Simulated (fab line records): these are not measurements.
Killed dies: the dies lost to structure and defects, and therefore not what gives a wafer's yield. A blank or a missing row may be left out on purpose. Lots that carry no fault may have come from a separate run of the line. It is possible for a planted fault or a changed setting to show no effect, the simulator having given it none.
Chamber matching | flow n5 finfet | cmp-03 running N5_BEOL_M10_CMP_52: 4 sister chambers
The step polishes, stops on SiCOH lowk, t overpolish 7 s, target thk 140 nm. 8 wafers are shown with their chamber, then 6 later ones without.

WAFERS PAIRED WITH THEIR CHAMBERS
wafer  | chamber | motor current A (A) | overpolish run s (s)
L308.2 | 3       | 5.5                 | 7.005
L307.3 | 0       | 6.3                 | 6.976
L307.5 | 2       | 5.5                 | 6.999
L311.2 | 2       | 5.2                 | 6.996
L311.3 | 1       | 5.6                 | 7.009
L311.5 | 1       | 6.0                 | 7.005
L310.2 | 0       | 5.9                 | 6.994
L310.4 | 3       | 5.7                 | 7.004

WAFERS MISSING THEIR CHAMBER
wafer  | motor current A (A) | overpolish run s (s)
L310.5 | 6.0                 | 6.997
L313.3 | 5.3                 | 7.005
L313.4 | 5.9                 | 6.988
L314.3 | 5.6                 | 7.004
L315.3 | 5.7                 | 6.984
L315.5 | 5.3                 | 7.001

EACH ONE'S CHAMBER
wafer  | from the rows above               | in truth
L310.5 | can't be placed: 1 or 0 or 3 or 2 | 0
L313.3 | can't be placed: 2 or 3 or 1      | 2
L313.4 | can't be placed: 0 or 2 or 3 or 1 | 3
L314.3 | can't be placed: 3 or 1 or 2      | 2
L315.3 | can't be placed: 0 or 2 or 3 or 1 | 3
L315.5 | can't be placed: 2 or 3 or 1      | 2
0 of 6 placed correctly. Unplaceable from these rows: 6, with the true chamber sitting among the candidates in 6. 0 placed wrongly.
How it was worked out, from the rows above alone: a wafer's distance from a chamber is the root of the sum, over the readings, of the square of ((its reading less the chamber's mean) divided by the reading's scatter). The wafer belongs to the nearest chamber; if the next one is less than 2 further off, it can't be placed. Each chamber's mean is taken over the wafers shown for it. How the scatter is found: for the shown wafers, subtract from each reading the mean of its chamber, square and add these, divide the total by (wafers less chambers), then take the root.
